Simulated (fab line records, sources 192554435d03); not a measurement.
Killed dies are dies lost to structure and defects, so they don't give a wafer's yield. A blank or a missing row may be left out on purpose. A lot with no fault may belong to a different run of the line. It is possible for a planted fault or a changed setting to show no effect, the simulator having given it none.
fab line records | flow n5_finfet | part 2 of 2: steps 22 to 31 of 31
record lots=5 | wafers=15 | last_day=18
route steps=1938 shown BEOL_M0_SAQP@682 BEOL_M0_CUTY@701
lots that met no fault: from a run of the same line without faults
start_h: hours from the record's first day to the start of the lot's first wafer shown | wait_h: hours elapsed since this lot's preceding step | " identical to the entry in the row above | L1.1+2: a single row standing in for several wafers | - no value, or no start was given | * or withheld: withheld | < > ~ a bound
route shown NAME@n: a module of which the file shows steps, and the number in the route of the first | usual: mean/standard deviation taken from wafers without a fault | same: alike in all rows | chamber/n: place in a boat | sites: per-site readings | _std_site: the standard deviation of these | _edge_site: inner sites' mean taken away from outer sites' mean | radius_mm: how far each site lies from the wafer's centre | mask NAME#n: copy n | behind: the most recent tool/chamber to have shaped the wafer | hold: cause of the lot's hold/its duration in hours/its outcome | device: names the non-switching transistor (n, p or np) | end of line: tests of these same wafers at the route's end | for a step that has no rows: nothing shown but its recipe | killed: at the first sort, the dies lost to defects and structure; wafer yield is something else | map: the dies of a wafer, with x for killed, . for not killed, _ for no die there
set.NAME: the setting the step ran with; set.NAME@STEP: the setting that earlier step ran with | model.NAME: the simulator's own value behind a step, which no gauge read
lots at selected steps of the route; one table per step, one row per wafer
services: when a tool's chamber went out of use (start_h, in hours from the record's first day, below 0 if earlier), for how many hours, and the reason
## steps
# step N5_BEOL_M0_CUTY_EBR_52
# recipe solvent=PGMEA | ebr_width_mm=1.5
lot.wafer  | tool           | chamber | start_h | wait_h
L076.1+2+6 | litho_track-04 | 0       | -       | -
L078.1+3+6 | litho_track-04 | 0       | -       | -
L079.4+5+6 | litho_track-03 | 0       | -       | -
L092.2+5+6 | litho_track-01 | 0       | -       | -
L097.1+3+4 | litho_track-04 | 0       | -       | -
# step N5_BEOL_M0_CUTY_SOFTBAKE_53
# recipe temp_c=110 | time_s=60 | resist=CAR-ArF-block
lot.wafer  | tool           | chamber | start_h | wait_h
L076.1+2+6 | litho_track-04 | 0       | -       | -
L078.1+3+6 | litho_track-04 | 0       | -       | -
L079.4+5+6 | litho_track-03 | 0       | -       | -
L092.2+5+6 | litho_track-01 | 0       | -       | -
L097.1+3+4 | litho_track-04 | 0       | -       | -
# step N5_BEOL_M0_CUTY_EXPOSE_54
# recipe mask_id=M0_ABLK | na=1.35 | source_shape=conventional | sigma_outer=0.8 | polarization=unpolarized | dose_mj=36
lot.wafer  | tool            | chamber | start_h | wait_h | mask
L076.1+2+6 | arfi_scanner-01 | 0       | 128.54  | -      | M0_ABLK#0
L078.1+3+6 | arfi_scanner-02 | 0       | 143.18  | -      | M0_ABLK#0
L079.4+5+6 | arfi_scanner-02 | 0       | 146.04  | -      | M0_ABLK#0
L092.2+5+6 | arfi_scanner-02 | 0       | 226.95  | -      | M0_ABLK#0
L097.1+3+4 | arfi_scanner-03 | 0       | 259.11  | -      | M0_ABLK#0
# step N5_BEOL_M0_CUTY_PEB_55
# recipe peb_temp_c=110 | peb_time_s=60 | resist=CAR-ArF-block
lot.wafer  | tool           | chamber | start_h | wait_h
L076.1+2+6 | litho_track-04 | 0       | 128.60  | 0.1
L078.1+3+6 | litho_track-01 | 0       | 143.24  | 0.1
L079.4+5+6 | litho_track-04 | 0       | 146.09  | 0.0
L092.2+5+6 | litho_track-01 | 0       | 227.00  | 0.0
L097.1+3+4 | litho_track-03 | 0       | 259.16  | 0.1
# step N5_BEOL_M0_CUTY_DEVELOP_56
# recipe develop_time_s=30 | developer=TMAH | resist=CAR-ArF-block | rinse_liquid=diw | dry=air_spin | dev_temp_c=23
lot.wafer  | tool           | chamber | start_h | wait_h
L076.1+2+6 | litho_track-04 | 0       | -       | -
L078.1+3+6 | litho_track-01 | 0       | -       | -
L079.4+5+6 | litho_track-04 | 0       | -       | -
L092.2+5+6 | litho_track-01 | 0       | -       | -
L097.1+3+4 | litho_track-03 | 0       | -       | -
# step N5_BEOL_M0_CUTY_CD_MEAS_57
# recipe target_cd_nm=200 | landing_energy_ev=500 | detector=se_inlens | polarity=line
# usual cd_nm=199.6/1.1
lot.wafer | tool      | chamber | start_h | wait_h | cd_nm
L076.1    | cd_sem-02 | 0       | 128.67  | -      | 199.9
L076.2    | "         | 0       | "       | "      | 200.2
L076.6    | "         | 0       | "       | "      | 198.6
L078.1    | cd_sem-02 | 0       | 143.30  | -      | 197.8
L078.3    | "         | 0       | "       | "      | 198.9
L078.6    | "         | 0       | "       | "      | 197.7
L079.4    | cd_sem-03 | 0       | 146.15  | -      | 199.0
L079.5    | "         | 0       | "       | "      | 200.2
L079.6    | "         | 0       | "       | "      | 200.2
L092.2    | cd_sem-01 | 0       | 227.07  | -      | 199.6
L092.5    | "         | 0       | "       | "      | 200.0
L092.6    | "         | 0       | "       | "      | 199.0
L097.1    | cd_sem-02 | 0       | 259.23  | -      | 201.3
L097.3    | "         | 0       | "       | "      | 201.5
L097.4    | "         | 0       | "       | "      | 200.1
# step N5_BEOL_M0_CUTY_OVL_MEAS_58
# recipe points_per_wafer=44
# usual M0_ABLK_OVL=0.2/0.72
lot.wafer | tool       | chamber | start_h | wait_h | M0_ABLK_OVL[nm]
L076.1    | overlay-01 | 0       | 128.70  | 0.0    | 0.0
L076.2    | "          | 0       | "       | "      | -0.3
L076.6    | "          | 0       | "       | "      | 0.0
L078.1    | overlay-02 | 0       | 143.33  | 0.0    | 1.4
L078.3    | "          | 0       | "       | "      | 1.0
L078.6    | "          | 0       | "       | "      | 0.2
L079.4    | overlay-01 | 0       | 146.18  | 0.0    | 0.7
L079.5    | "          | 0       | "       | "      | -1.5
L079.6    | "          | 0       | "       | "      | -0.5
L092.2    | overlay-01 | 0       | 227.10  | 0.0    | 0.1
L092.5    | "          | 0       | "       | "      | 0.7
L092.6    | "          | 0       | "       | "      | 0.7
L097.1    | overlay-02 | 0       | 259.26  | 0.0    | -0.7
L097.3    | "          | 0       | "       | "      | -0.2
L097.4    | "          | 0       | "       | "      | 0.7
# step N5_BEOL_M0_CUTY_INSPECT_59
# recipe mode=adi | inspect_instrument=macro
# usual raw_defect_count=2.1/1.5
lot.wafer | tool              | chamber | start_h | wait_h | raw_defect_count
L076.1    | defect_inspect-02 | -       | 128.72  | 0.0    | 3
L076.2    | "                 | -       | "       | "      | 2
L076.6    | "                 | -       | "       | "      | 0
L078.1    | defect_inspect-01 | -       | 143.36  | 0.0    | 5
L078.3    | "                 | -       | "       | "      | 1
L078.6    | "                 | -       | "       | "      | 2
L079.4    | defect_inspect-02 | -       | 146.21  | 0.0    | 1
L079.5    | "                 | -       | "       | "      | 4
L079.6    | "                 | -       | "       | "      | 2
L092.2    | defect_inspect-01 | -       | 227.12  | 0.0    | 1
L092.5    | "                 | -       | "       | "      | 1
L092.6    | "                 | -       | "       | "      | 5
L097.1    | defect_inspect-01 | -       | 259.28  | 0.0    | 5
L097.3    | "                 | -       | "       | "      | 1
L097.4    | "                 | -       | "       | "      | 2
# step N5_BEOL_M0_CUTY_DESCUM_61
# recipe chemistry=O2 | time_s=7.9 | source_power_w=50 | bias_power_w=20 | pressure_mtorr=20 | rf_frequency_hz=2.712e+07 | temp_c=40 | resist=CAR-ArF-block | o2_flow_sccm=225
# usual drypump_motor_current_A=5.4/0.42 | oes_product_au=0.81/0.064 | rf_vpp_V=243.6/1.3 | showerhead_plenum_p_Torr=2.13/0.074 | throttle_valve_pct=20.42/0.24
lot.wafer | tool        | chamber | start_h | wait_h | drypump_motor_current_A | oes_product_au | rf_hours_counter_h | rf_vpp_V | showerhead_plenum_p_Torr | throttle_valve_pct
L076.1    | rie_diel-05 | 3       | 128.78  | 0.1    | 5.1                     | 0.87           | 60                 | 243.7    | 2.14                     | 20.56
L076.2    | "           | 2       | "       | "      | 5.2                     | 0.70           | 231                | 242.9    | 2.16                     | 20.41
L076.6    | "           | 0       | "       | "      | 5.4                     | 0.92           | -                  | 242.1    | 2.03                     | 20.44
L078.1    | rie_diel-02 | 0       | 143.68  | 0.3    | 4.9                     | 0.78           | 146                | 245.1    | 2.09                     | 20.38
L078.3    | "           | 3       | "       | "      | 5.2                     | 0.76           | 123                | 243.8    | 2.12                     | 20.54
L078.6    | "           | 0       | "       | "      | 4.9                     | 0.78           | -                  | 242.6    | 2.09                     | 20.36
L079.4    | rie_diel-01 | 3       | 146.75  | 0.5    | 5.7                     | 0.78           | 104                | 243.2    | 2.11                     | 20.72
L079.5    | "           | 0       | "       | "      | 6.0                     | 0.70           | -                  | 240.8    | 1.96                     | 20.59
L079.6    | "           | 3       | "       | "      | 5.7                     | 0.78           | -                  | 242.6    | 2.11                     | 20.72
L092.2    | rie_diel-01 | 0       | 227.15  | 0.0    | 6.0                     | 0.98           | 5                  | 244.1    | 2.21                     | 20.09
L092.5    | "           | 3       | "       | "      | 5.7                     | 0.75           | -                  | 243.3    | 2.10                     | 20.77
L092.6    | "           | 2       | "       | "      | 5.2                     | 0.79           | -                  | 242.5    | 2.09                     | 19.95
L097.1    | rie_diel-05 | 1       | 259.32  | 0.0    | 5.6                     | 0.74           | 167                | 244.0    | 2.22                     | 20.26
L097.3    | "           | 3       | "       | "      | 5.1                     | 0.81           | 112                | 243.3    | 2.12                     | 20.62
L097.4    | "           | 0       | "       | "      | 5.4                     | 0.84           | 85                 | 241.1    | 2.02                     | 20.49
# step N5_BEOL_M0_CUTY_ETCH_62
# recipe chemistry=CF4 | target=SiARC | mask_material=CAR-ArF-block | time_s=58.5 | ion_energy_ev=80 | pressure_mtorr=40 | source_w=545 | bias_w=36 | Ar_flow_sccm=100 | cf4_flow_sccm=100 | ends=cleared
# usual drypump_motor_current_A=5.4/0.42 | etch_rf_on_time_s=59.0/2.6 | oes_product_au=0.69/0.056 | rf_vpp_V=184.5/1.1 | showerhead_plenum_p_Torr=2.18/0.066 | throttle_valve_pct=15.58/0.23
lot.wafer | tool        | chamber | start_h | wait_h | drypump_motor_current_A | etch_rf_on_time_s | oes_product_au | rf_hours_counter_h | rf_vpp_V | showerhead_plenum_p_Torr | throttle_valve_pct
L076.1    | rie_diel-05 | 3       | 128.81  | 0.0    | 5.1                     | 58.4              | 0.74           | 60                 | 184.3    | 2.17                     | 15.63
L076.2    | "           | 2       | "       | "      | 5.2                     | 61.3              | 0.58           | 231                | 184.4    | 2.19                     | 15.60
L076.6    | "           | 0       | "       | "      | 5.4                     | 53.7              | 0.82           | -                  | 183.7    | 2.10                     | 15.58
L078.1    | rie_diel-02 | 0       | 143.71  | 0.0    | 4.9                     | 57.4              | 0.67           | 146                | 183.4    | 2.14                     | 15.49
L078.3    | "           | 3       | "       | "      | 5.2                     | 54.5              | 0.67           | 123                | 185.2    | 2.16                     | 15.72
L078.6    | "           | 0       | "       | "      | 4.8                     | 57.6              | 0.66           | -                  | 184.8    | 2.14                     | 15.48
L079.4    | rie_diel-01 | 3       | 146.79  | 0.0    | 5.7                     | 59.7              | 0.66           | 104                | 183.1    | 2.17                     | 15.96
L079.5    | "           | 0       | "       | "      | 6.0                     | 59.8              | 0.59           | -                  | 182.9    | 2.01                     | 15.79
L079.6    | "           | 3       | "       | "      | 5.7                     | 59.8              | 0.66           | -                  | 185.2    | 2.17                     | 15.96
L092.2    | rie_diel-01 | 0       | 227.19  | 0.0    | 6.1                     | 57.1              | 0.83           | 5                  | 185.9    | 2.25                     | 15.28
L092.5    | "           | 3       | "       | "      | 5.7                     | 60.4              | 0.63           | -                  | 184.6    | 2.16                     | 16.02
L092.6    | "           | 2       | "       | "      | 5.2                     | 62.7              | 0.64           | -                  | 185.1    | 2.15                     | 15.27
L097.1    | rie_diel-05 | 1       | 259.35  | 0.0    | 5.6                     | 58.0              | 0.63           | 167                | 184.7    | 2.22                     | 15.27
L097.3    | "           | 3       | "       | "      | 5.1                     | 58.1              | 0.69           | 112                | 183.6    | 2.15                     | 15.72
L097.4    | "           | 0       | "       | "      | 5.4                     | 54.6              | 0.74           | 85                 | 183.1    | 2.08                     | 15.68
## services
tool            | chamber | start_h | hours | kind
rie_diel-05     | -       | 112.03  | 4.3   | pm
euv_scanner-02  | -       | 117.88  | 1.0   | pm
rie_diel-02     | 2       | 136.70  | 8.8   | repair
rie_diel-04     | -       | 136.74  | 2.8   | pm
rie_diel-02     | -       | 154.74  | 14.6  | pm
arfi_scanner-02 | -       | 156.38  | 1.3   | pm
rie_diel-04     | 2       | 157.46  | 2.1   | repair
arfi_scanner-02 | -       | 158.79  | 20.9  | repair
rie_diel-05     | 2       | 159.38  | 5.2   | repair
rie_diel-02     | 1       | 170.92  | 3.2   | repair
euv_scanner-02  | -       | 174.00  | 1.0   | pm
rie_diel-06     | 2       | 178.37  | 10.6  | repair
arfi_scanner-02 | -       | 186.06  | 2.7   | repair
rie_diel-02     | -       | 201.05  | 2.8   | pm
rie_diel-06     | -       | 201.59  | 2.8   | pm
rie_diel-04     | 0       | 209.83  | 5.8   | repair
ald_sin-04      | -       | 214.41  | 2.8   | pm
arfi_scanner-02 | -       | 218.71  | 0.8   | pm
ald_sin-04      | 2       | 229.00  | 3.1   | repair
ald_sin-04      | 0       | 229.66  | 8.0   | repair
euv_scanner-02  | -       | 230.15  | 1.0   | pm
arfi_scanner-02 | -       | 234.38  | 2.6   | repair
arfi_scanner-02 | -       | 248.84  | 1.0   | pm
rie_diel-04     | 0       | 250.43  | 17.9  | repair
